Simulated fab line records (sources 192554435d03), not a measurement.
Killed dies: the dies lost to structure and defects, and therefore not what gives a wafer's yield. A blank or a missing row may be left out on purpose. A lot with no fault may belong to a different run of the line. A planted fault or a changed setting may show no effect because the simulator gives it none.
fab line records -- flow n5Finfet -- part 2 of 2: steps 22 to 28 of 28
record: lots: 5, wafers: 15, lastDay: 18
route steps=1938 shown BEOL_M11@1556
lots untouched by any fault: they come from a run of this same line in which no faults occurred
startH: hours from the record's opening day to when the first of the lot's shown wafers began -- waitH: hours from the lot's prior step to this one -- " unchanged from the row above -- L1.1+2: one row covering several wafers at once -- - no value, or no start was given -- * or withheld: withheld -- < > ~ a bound
route shown NAME@n: a module of which the file shows steps, and the number in the route of the first -- usual: average and standard deviation across the fault-free wafers -- same: alike in all rows -- chamber/n: place in a boat -- sites: readings site by site -- _std_site: how widely they spread, as a standard deviation -- _edge_site: mean of outer sites minus mean of inner sites -- radiusMm: for every site, how far away it sits from the centre of the wafer -- mask NAME#n: copy n -- behind: the last tool/chamber to shape the wafer -- hold: cause of the lot's hold/its duration in hours/its outcome -- device: which transistor (n, p or np) failed to switch -- end of line: the route-end tests of the same wafers -- a step given without rows: its recipe and nothing more -- killed: count of dies lost to structure and defects at first sort (not the wafer's yield) -- map: the dies of a wafer, with x for killed, . for not killed, _ for no die there
set.NAME: the run value of the setting; set.NAME@STEP: its run value at that earlier step -- model.NAME: the simulator's own value behind a step, which no gauge read
lots at selected steps of the route; one table per step, one row per wafer
services: a tool's chamber out of use, with start hour (startH, from the record's first day; less than 0 if before it), hours out, and reason
== steps ==
step: N5_BEOL_M11_STRIP_36
recipe: chemistry: N2/H2, powerW: 450, tempC: 40, pressureMtorr: 20, rfFrequencyHz: 6e+07, overashFraction: 0.3, biasPowerW: 7, h2Frac: 0.5, n2FlowSccm: 200, h2FlowSccm: 200
usual: drypumpMotorCurrentA: 5.8/0.41, oesProductAu: 0.79/0.092, rfVppV: 59.4/2, showerheadPlenumPTorr: 2.56/0.096, throttleValvePct: 23.66/0.3
lot.wafer,tool,chamber,startH,waitH,drypumpMotorCurrentA,oesProductAu,rfHoursCounterH,rfVppV,showerheadPlenumPTorr,throttleValvePct
L079.2,rieDiel-03,1,274.21,0.0,5.1,0.77,110,58.6,2.45,23.26
L079.3,rieDiel-03,0,274.21,0.0,5.9,0.79,117,60.7,2.69,23.84
L079.5,rieDiel-03,0,274.21,0.0,5.9,0.79,-,58.1,2.69,23.83
L083.1,rieDiel-04,1,291.51,0.0,5.2,0.80,127,61.9,2.54,23.85
L083.3,rieDiel-04,3,291.51,0.0,5.9,0.87,57,56.7,2.67,23.25
L083.6,rieDiel-04,0,291.51,0.0,5.2,0.70,-,60.6,2.41,23.95
L084.1,rieDiel-04,3,300.38,0.0,5.9,0.85,59,60.1,2.67,23.24
L084.3,rieDiel-04,1,300.38,0.0,5.2,0.79,129,58.6,2.54,23.87
L084.6,rieDiel-04,0,300.38,0.0,5.1,0.71,-,58.3,2.41,23.96
L093.2,rieDiel-04,3,346.22,0.0,5.9,0.83,73,64.6,2.66,23.27
L093.4,rieDiel-04,1,346.22,0.0,5.2,0.78,145,58.7,2.53,23.92
L093.6,rieDiel-04,0,346.22,0.0,5.2,0.70,-,59.9,2.40,23.96
L097.1,rieDiel-05,1,393.09,0.0,5.9,0.71,246,56.8,2.51,24.12
L097.5,rieDiel-05,0,393.09,0.0,6.4,0.90,-,56.7,2.71,23.51
L097.6,rieDiel-05,1,393.09,0.0,5.8,0.70,-,58.4,2.51,24.11
step: N5_BEOL_M11_TRENCH_ETCH_37
recipe: chemistry: C4F6/O2, targetDepthA: 1488.3, target: SiCOH_lowk, timeS: 48, ionEnergyEv: 250, pressureMtorr: 30, sourceW: 345, biasW: 185, Ar_flow_sccm: 300, C4F6_flow_sccm: 10, O2_flow_sccm: 10
usual: drypumpMotorCurrentA: 5.7/0.41, oesProductAu: 0.79/0.093, rfFwdPowerW: 341.1/1.4, rfVppV: 664/17, showerheadPlenumPTorr: 2.87/0.1, throttleValvePct: 20.94/0.25
lot.wafer,tool,chamber,startH,waitH,drypumpMotorCurrentA,oesProductAu,rfFwdPowerW,rfHoursCounterH,rfVppV,showerheadPlenumPTorr,throttleValvePct
L079.2,rieDiel-03,1,-,-,5.1,0.78,340.9,110,656,2.78,20.75
L079.3,rieDiel-03,0,-,-,5.8,0.81,340.3,117,649,2.97,20.97
L079.5,rieDiel-03,0,-,-,5.8,0.79,339.1,-,648,2.97,20.97
L083.1,rieDiel-04,1,-,-,5.2,0.78,343.3,127,653,2.88,21.31
L083.3,rieDiel-04,3,-,-,5.9,0.86,341.2,57,679,2.99,20.53
L083.6,rieDiel-04,0,-,-,5.1,0.70,339.4,-,642,2.69,21.13
L084.1,rieDiel-04,3,-,-,5.9,0.86,342.3,59,681,2.99,20.55
L084.3,rieDiel-04,1,-,-,5.2,0.78,342.8,129,652,2.88,21.32
L084.6,rieDiel-04,0,-,-,5.1,0.71,341.9,-,642,2.69,21.15
L093.2,rieDiel-04,3,-,-,5.9,0.84,340.3,73,679,2.98,20.57
L093.4,rieDiel-04,1,-,-,5.2,0.77,342.5,145,651,2.87,21.35
L093.6,rieDiel-04,0,-,-,5.1,0.70,337.8,-,641,2.69,21.16
L097.1,rieDiel-05,1,-,-,5.8,0.70,340.4,246,649,2.79,21.15
L097.5,rieDiel-05,0,-,-,6.4,0.94,340.4,-,688,3.03,20.73
L097.6,rieDiel-05,1,-,-,5.9,0.70,341.5,-,650,2.79,21.15
step: N5_BEOL_M11_ETCH_41
recipe: chemistry: CH3F/O2, target: SiCN, targetDepthA: 426, taperDeg: 2, timeS: 86, ionEnergyEv: 120, maskMaterial: TiN, pressureMtorr: 30, sourceW: 395, biasW: 75, Ar_flow_sccm: 150, CH3F_flow_sccm: 30, O2_flow_sccm: 20
usual: drypumpMotorCurrentA: 5.7/0.41, oesProductAu: 0.79/0.093, rfFwdPowerW: 391.8/1.4, rfVppV: 297.6/1.7, showerheadPlenumPTorr: 2.01/0.074, throttleValvePct: 16.32/0.26
lot.wafer,tool,chamber,startH,waitH,drypumpMotorCurrentA,oesProductAu,rfFwdPowerW,rfHoursCounterH,rfVppV,showerheadPlenumPTorr,throttleValvePct
L079.2,rieDiel-03,1,-,-,5.2,0.77,392.8,110,297.3,1.95,16.10
L079.3,rieDiel-03,0,-,-,5.8,0.78,391.5,117,299.3,2.09,16.38
L079.5,rieDiel-03,0,-,-,5.8,0.80,392.3,-,299.3,2.09,16.38
L083.1,rieDiel-04,1,-,-,5.2,0.77,392.9,127,296.2,2.02,16.61
L083.3,rieDiel-04,3,-,-,5.9,0.86,391.6,57,299.7,2.11,15.94
L083.6,rieDiel-04,0,-,-,5.1,0.70,389.6,-,294.7,1.89,16.60
L084.1,rieDiel-04,3,-,-,5.9,0.86,392.8,59,300.4,2.11,15.95
L084.3,rieDiel-04,1,-,-,5.2,0.78,391.0,129,297.3,2.02,16.63
L084.6,rieDiel-04,0,-,-,5.1,0.70,390.7,-,295.2,1.89,16.59
L093.2,rieDiel-04,3,-,-,5.8,0.84,391.6,73,299.1,2.10,15.97
L093.4,rieDiel-04,1,-,-,5.2,0.77,393.4,145,298.7,2.01,16.65
L093.6,rieDiel-04,0,-,-,5.1,0.70,390.3,-,295.7,1.89,16.61
L097.1,rieDiel-05,1,-,-,5.8,0.70,392.8,246,297.1,1.96,16.59
L097.5,rieDiel-05,0,-,-,6.4,0.94,392.6,-,298.0,2.13,16.04
L097.6,rieDiel-05,1,-,-,5.8,0.69,393.6,-,296.5,1.96,16.62
step: N5_BEOL_M11_STRIP_77
recipe: chemistry: N2/H2, timeS: 10, powerW: 450, tempC: 40, pressureMtorr: 20, rfFrequencyHz: 6e+07, biasPowerW: 7, n2FlowSccm: 200, h2FlowSccm: 200
usual: drypumpMotorCurrentA: 5.7/0.41, oesProductAu: 0.79/0.093, rfVppV: 59.2/0.89, showerheadPlenumPTorr: 2.56/0.095, throttleValvePct: 23.65/0.3
lot.wafer,tool,chamber,startH,waitH,drypumpMotorCurrentA,oesProductAu,rfHoursCounterH,rfVppV,showerheadPlenumPTorr,throttleValvePct
L079.2,rieDiel-03,1,-,-,5.2,0.77,110,58.8,2.46,23.29
L079.3,rieDiel-03,0,-,-,5.9,0.78,117,58.4,2.69,23.85
L079.5,rieDiel-03,0,-,-,5.9,0.78,-,59.3,2.69,23.82
L083.1,rieDiel-04,1,-,-,5.3,0.79,127,58.9,2.54,23.89
L083.3,rieDiel-04,3,-,-,5.9,0.86,57,60.2,2.67,23.24
L083.6,rieDiel-04,0,-,-,5.1,0.71,-,59.5,2.41,23.94
L084.1,rieDiel-04,3,-,-,5.9,0.85,59,60.1,2.67,23.25
L084.3,rieDiel-04,1,-,-,5.2,0.78,129,58.8,2.54,23.89
L084.6,rieDiel-04,0,-,-,5.2,0.70,-,58.6,2.41,23.96
L093.2,rieDiel-04,3,-,-,5.9,0.84,73,59.4,2.66,23.26
L093.4,rieDiel-04,1,-,-,5.2,0.76,145,59.7,2.53,23.92
L093.6,rieDiel-04,0,-,-,5.1,0.70,-,58.9,2.40,23.96
L097.1,rieDiel-05,1,-,-,5.8,0.70,246,58.0,2.51,24.10
L097.5,rieDiel-05,0,-,-,6.3,0.93,-,59.3,2.70,23.52
L097.6,rieDiel-05,1,-,-,5.8,0.71,-,56.9,2.51,24.10
step: N5_BEOL_M11_OCD_MEAS_38
usual: trenchDepthNm: 149.1/2.2
lot.wafer,tool,chamber,startH,waitH,trenchDepthNm
L079.2,ocd-01,-,274.43,-,151.4
L079.3,ocd-01,-,274.43,-,152.3
L079.5,ocd-01,-,274.43,-,150.7
L083.1,ocd-01,-,291.73,-,151.2
L083.3,ocd-01,-,291.73,-,148.5
L083.6,ocd-01,-,291.73,-,146.4
L084.1,ocd-01,-,300.60,-,149.3
L084.3,ocd-01,-,300.60,-,151.7
L084.6,ocd-01,-,300.60,-,147.3
L093.2,ocd-02,-,346.45,-,149.9
L093.4,ocd-02,-,346.45,-,150.7
L093.6,ocd-02,-,346.45,-,147.6
L097.1,ocd-02,-,393.31,-,145.8
L097.5,ocd-02,-,393.31,-,150.7
L097.6,ocd-02,-,393.31,-,145.8
step: N5_BEOL_M11_HM_STRIP_39
recipe: chemistry: peroxideTinStrip, material: TiN, targetDepthA: 250, tempC: 50, timeS: 158
lot.wafer,tool,chamber,startH,waitH
L079.2+3+5,wetBench-03,"1,2,7",274.46,0.0
L083.1+3+6,wetBench-01,"6,5,2",291.77,0.0
L084.1+3+6,wetBench-03,"4,2,7",300.64,0.0
L093.2+4+6,wetBench-03,"3,0,2",346.48,0.0
L097.1+5+6,wetBench-04,"4,7,0",393.35,0.0
step: N5_BEOL_M11_SRD_40
recipe: timeS: 30, tempC: 23, rinseLiquid: diw, dry: ipaMarangoni
usual: doSupplyPpb: 9.99/0.092
lot.wafer,tool,chamber,startH,waitH,doSupplyPpb
L079.2,wetBench-03,1,274.51,0.0,9.99
L079.3,wetBench-03,2,274.51,0.0,10.01
L079.5,wetBench-03,7,274.51,0.0,9.97
L083.1,wetBench-01,6,291.81,0.0,10.02
L083.3,wetBench-01,5,291.81,0.0,9.84
L083.6,wetBench-01,2,291.81,0.0,10.01
L084.1,wetBench-03,4,300.73,0.0,9.96
L084.3,wetBench-03,2,300.73,0.0,10.06
L084.6,wetBench-03,7,300.73,0.0,9.88
L093.2,wetBench-03,3,346.52,0.0,10.03
L093.4,wetBench-03,0,346.52,0.0,10.02
L093.6,wetBench-03,2,346.52,0.0,9.95
L097.1,wetBench-04,4,393.39,0.0,9.98
L097.5,wetBench-04,7,393.39,0.0,9.97
L097.6,wetBench-04,0,393.39,0.0,9.81
== services ==
tool,chamber,startH,hours,kind
rieDiel-04,1,248.31,9.3,repair
rieDiel-03,2,249.73,7.8,repair
rieMetal-02,-,263.24,2.8,pm
rieMetal-01,1,275.41,2.2,repair
arfiScanner-02,-,279.07,0.8,pm
rieDiel-04,1,284.76,2.5,repair
rieMetal-02,1,284.84,10.5,repair
arfiScanner-02,-,288.63,0.8,pm
arfiScanner-01,-,290.32,3.9,pm
wetBench-04,-,293.71,1.9,pm
arfiScanner-01,-,302.59,0.8,pm
arfiScanner-01,-,305.51,2.0,repair
rieMetal-01,-,309.72,14.6,pm
arfiScanner-01,-,318.12,0.7,repair
rieDiel-04,3,324.90,6.0,repair
arfiScanner-02,-,332.67,1.3,pm
arfiScanner-01,-,332.74,1.3,pm
arfiScanner-02,-,335.74,0.7,repair
rieDiel-05,2,342.02,12.7,repair
arfiScanner-02,-,343.69,1.0,pm
arfiScanner-01,-,348.01,0.4,repair
rieMetal-02,0,366.44,6.8,repair
arfiScanner-02,-,370.21,4.9,pm
rieDiel-03,-,389.23,0.3,repair
